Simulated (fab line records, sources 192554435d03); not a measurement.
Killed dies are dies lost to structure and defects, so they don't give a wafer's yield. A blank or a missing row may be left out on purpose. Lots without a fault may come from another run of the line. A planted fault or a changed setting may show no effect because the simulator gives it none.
Which tool did it? | flow n5_finfet | 10 lots, 30 wafers sampled, at 5 steps of a route of 1938

WHAT THE GAUGES READ, wafer by wafer
N5_BEOL_M4_RC_MEAS_101. Usual: DIBL_N 36.3 mV/V, standard deviation 1.7; DIBL_P 36.3 mV/V, standard deviation 2.2; IOFF_N 0.16 nA/um, standard deviation 0.034; IOFF_P 0.21 nA/um, standard deviation 0.038; ION_N 673 uA/um, standard deviation 13; ION_P 461 uA/um, standard deviation 8.3; SS_N 71.5 mV/dec, standard deviation 0.55; SS_P 73.3 mV/dec, standard deviation 0.67; VT_N 250 mV, standard deviation 3.4; VT_P -251 mV, standard deviation 3.5.
lot  | measured     | on        | DIBL_N (mV/V)  | DIBL_P (mV/V)  | IOFF_N (nA/um) | IOFF_P (nA/um) | ION_N (uA/um) | ION_P (uA/um) | SS_N (mV/dec)  | SS_P (mV/dec)  | VT_N (mV)   | VT_P (mV)      | flag
L242 | day 8 09:55  | prober-01 | 35.3 33.9 35.4 | 34.0 32.8 35.6 | 0.15 0.12 0.15 | 0.18 0.17 0.21 | 665 644 660   | 454 446 456   | 70.9 70.8 71.4 | 73.4 73.3 73.8 | 249 253 253 | -251 -253 -249 |
L243 | day 8 19:18  | prober-02 | 33.0 35.9 35.8 | 31.4 35.7 35.9 | 0.10 0.15 0.14 | 0.14 0.19 0.20 | 658 667 672   | 456 461 464   | 71.1 71.4 71.2 | 71.6 73.1 73.4 | 256 253 252 | -255 -254 -253 |
L247 | day 9 19:09  | prober-02 | 36.0 35.1 37.5 | 35.6 34.5 37.1 | 0.16 0.14 0.20 | 0.21 0.20 0.24 | 667 672 686   | 458 453 462   | 71.7 71.5 71.5 | 72.8 72.4 72.8 | 248 248 245 | -249 -251 -249 |
L249 | day 9 21:37  | prober-01 | 39.5 35.5 36.1 | 39.5 35.5 35.8 | 0.22 0.15 0.15 | 0.33 0.23 0.22 | 698 680 677   | 484 472 468   | 72.3 71.4 72.1 | 74.4 73.7 73.2 | 248 248 253 | -241 -245 -247 |
L260 | day 12 23:26 | prober-02 | 39.4 35.8 37.2 | 39.6 34.8 37.5 | 0.22 0.13 0.18 | 0.27 0.18 0.23 | 699 669 688   | 475 462 471   | 71.7 71.5 71.2 | 73.7 72.2 74.1 | 244 255 248 | -247 -251 -250 |
L261 | day 13 02:16 | prober-01 | 35.2 39.5 39.0 | 35.0 41.1 38.8 | 0.12 0.22 0.19 | 0.20 0.32 0.28 | 673 702 686   | 474 489 479   | 71.0 71.9 71.5 | 72.3 74.4 73.7 | 252 244 246 | -250 -243 -244 |
L263 | day 13 08:58 | prober-02 | 36.2 38.1 38.4 | 35.5 37.5 38.9 | 0.14 0.18 0.20 | 0.17 0.20 0.23 | 662 671 693   | 453 455 465   | 71.2 71.8 71.8 | 73.1 73.8 74.1 | 253 248 248 | -256 -251 -253 |

WHICH TOOL RAN EACH LOT (tool, then ch and the chambers of the sampled wafers, then the start)
lot  | N5_BEOL_M1_SPUTTER_90        | N5_BEOL_M1_ECD_50              | N5_BEOL_M1_CMP_52             | N5_BEOL_M1_CO_CAP_55
L242 | pvd_sputter-01, day 6 20:35  | ecd_cu-01 ch 0,1, day 6 21:22  | cmp-02 ch 0,1,3, day 6 21:44  | cvd_co-01 ch 0,1,2, day 6 22:07
L243 | pvd_sputter-01, day 7 01:10  | ecd_cu-01 ch 0,1, day 7 01:56  | cmp-01 ch 1,2,3, day 7 02:35  | cvd_co-02 ch 0,1,2, day 7 02:57
L247 | pvd_sputter-01, day 8 08:23  | ecd_cu-01 ch 0,1, day 8 09:10  | cmp-01 ch 0,2, day 8 09:39    | cvd_co-02 ch 1,2, day 8 09:59
L249 | pvd_sputter-01, day 8 12:06  | ecd_cu-01 ch 0,1, day 8 12:54  | cmp-04 ch 0,1,3, day 8 13:19  | cvd_co-01 ch 0,1,2, day 8 13:38
L257 | pvd_sputter-03, day 10 16:59 | ecd_cu-01 ch 0,1, day 10 17:46 | cmp-04 ch 0,1, day 10 18:08   | cvd_co-01 ch 1,2, day 10 18:43
L258 | pvd_sputter-01, day 11 00:30 | ecd_cu-01 ch 0,1, day 11 01:16 | cmp-04 ch 1,2,3, day 11 01:39 | cvd_co-02 ch 0,1, day 11 02:01
L259 | pvd_sputter-02, day 11 03:41 | ecd_cu-01 ch 0,1, day 11 04:28 | cmp-01 ch 0,3, day 11 04:50   | cvd_co-02 ch 0,1,2, day 11 05:13
L260 | pvd_sputter-03, day 11 07:16 | ecd_cu-01 ch 0,1, day 11 08:04 | cmp-04 ch 1,2, day 11 08:28   | cvd_co-01 ch 0,1,2, day 11 08:49
L261 | pvd_sputter-01, day 11 18:29 | ecd_cu-01 ch 0,1, day 11 19:16 | cmp-04 ch 0,3, day 11 19:38   | cvd_co-02 ch 0,1,2, day 11 20:01
L263 | pvd_sputter-02, day 12 00:37 | ecd_cu-01 ch 0,1, day 12 01:23 | cmp-01 ch 1,2,3, day 12 01:50 | cvd_co-01 ch 1,2, day 12 02:08
- N5_BEOL_M1_SPUTTER_90: material Cu, target thk 4.5 nm, time 8.29 s.
- N5_BEOL_M1_ECD_50: material Cu, target thk 300 nm.
- N5_BEOL_M1_CMP_52: polishes, stops on SiOC, t overpolish 6.8 s, target thk 40 nm.
- N5_BEOL_M1_CO_CAP_55: material Co, precursor CCTBA/H2, target thk 2 nm, time 102.1 s.

WHAT THE TOOLS THEMSELVES READ (means of the sampled wafers that have a number; where no wafer has one, the mark that the record gives instead)
N5_BEOL_M1_SPUTTER_90. Usual: susceptor_temp_C -20.00 C, standard deviation 0.096; throttle_valve_pct 30.0 %, standard deviation 1.2.
lot  | tool           | susceptor_temp_C (C) | throttle_valve_pct (%) | flag
L242 | pvd_sputter-01 | -19.98               | 30.0                   |
L243 | pvd_sputter-01 | -20.05               | 30.7                   |
L247 | pvd_sputter-01 | -20.00               | 30.1                   |
L249 | pvd_sputter-01 | -19.91               | 29.5                   |
L257 | pvd_sputter-03 | -20.04               | 30.3                   |
L258 | pvd_sputter-01 | -20.00               | 30.0                   |
L259 | pvd_sputter-02 | -20.03               | 29.4                   |
L260 | pvd_sputter-03 | -20.02               | 30.4                   |
L261 | pvd_sputter-01 | -19.94               | 28.6                   |
L263 | pvd_sputter-02 | -20.01               | 30.0                   |

N5_BEOL_M1_CMP_52. Usual: edge_zone_pressure_frac 1.001, standard deviation 0.0051; motor_current_A 6.1 A, standard deviation 0.57; platen_rpm 50.00 rpm, standard deviation 0.035; retaining_ring_pressure_frac 1.000, standard deviation 0.0053; time_to_endpoint_s 62.9 s, standard deviation 2.8.
lot  | tool   | edge_zone_pressure_frac | motor_current_A (A) | platen_rpm (rpm) | retaining_ring_pressure_frac | time_to_endpoint_s (s) | flag
L242 | cmp-02 | 1.002                   | 5.6                 | 50.04            | 1.003                        | 64.7                   |
L243 | cmp-01 | 1.004                   | 6.1                 | 50.01            | 0.998                        | 66.1                   |
L247 | cmp-01 | 1.001                   | 6.2                 | 50.00            | 0.999                        | 63.2                   |
L249 | cmp-04 | 1.005                   | 6.5                 | 50.03            | 0.998                        | 59.5                   |
L257 | cmp-04 | 0.996                   | 6.4                 | 50.02            | 1.000                        | 4.0                    | OFF
L258 | cmp-04 | 1.003                   | 6.2                 | 50.00            | 1.004                        | 0.8                    | OFF
L259 | cmp-01 | 1.002                   | 6.4                 | 49.97            | 1.001                        | 0.0                    | OFF
L260 | cmp-04 | 1.000                   | 6.4                 | 49.97            | 1.002                        | 64.0                   |
L261 | cmp-04 | 0.999                   | 6.3                 | 50.03            | 0.997                        | 60.7                   |
L263 | cmp-01 | 0.998                   | 6.2                 | 49.99            | 0.998                        | 62.2                   |

N5_BEOL_M1_CO_CAP_55. Usual: heater_power_w 247 W, standard deviation 28; susceptor_temp_C 200.02 C, standard deviation 0.16.
lot  | tool      | heater_power_w (W) | susceptor_temp_C (C) | flag
L242 | cvd_co-01 | 258                | 200.06               |
L243 | cvd_co-02 | 225                | 200.11               |
L247 | cvd_co-02 | 210                | 200.06               |
L249 | cvd_co-01 | 261                | 200.20               |
L257 | cvd_co-01 | 254                | 200.10               |
L258 | cvd_co-02 | 212                | 199.88               |
L259 | cvd_co-02 | 223                | 200.09               |
L260 | cvd_co-01 | 265                | 200.10               |
L261 | cvd_co-02 | 227                | 199.91               |
L263 | cvd_co-01 | 272                | 200.06               |

THE ANSWER, worked out from the rows above alone
Rule: a lot is off if the mean of its wafers that have a number lies more than 3 standard deviations from the usual mean. A lot without any number at a reading at which 4 lots or more have one is off too. The other lots that the step has rows for count as sound. The gauges are gone through in route order, then the tools' own readings, and for those a lot's mean is taken as printed above. The first step at which some lot is off is used, and at that step the reading that is off furthest; a lot without a number counts as furthest.
Off: L257, L258, L259, at N5_BEOL_M1_CMP_52 (time_to_endpoint_s).
A tool fits if, at that step or a process step before it, it ran every lot that is off, and no sound lot after the first of them. None of those tried fits.

WHAT THE SIMULATOR HAD PUT IN
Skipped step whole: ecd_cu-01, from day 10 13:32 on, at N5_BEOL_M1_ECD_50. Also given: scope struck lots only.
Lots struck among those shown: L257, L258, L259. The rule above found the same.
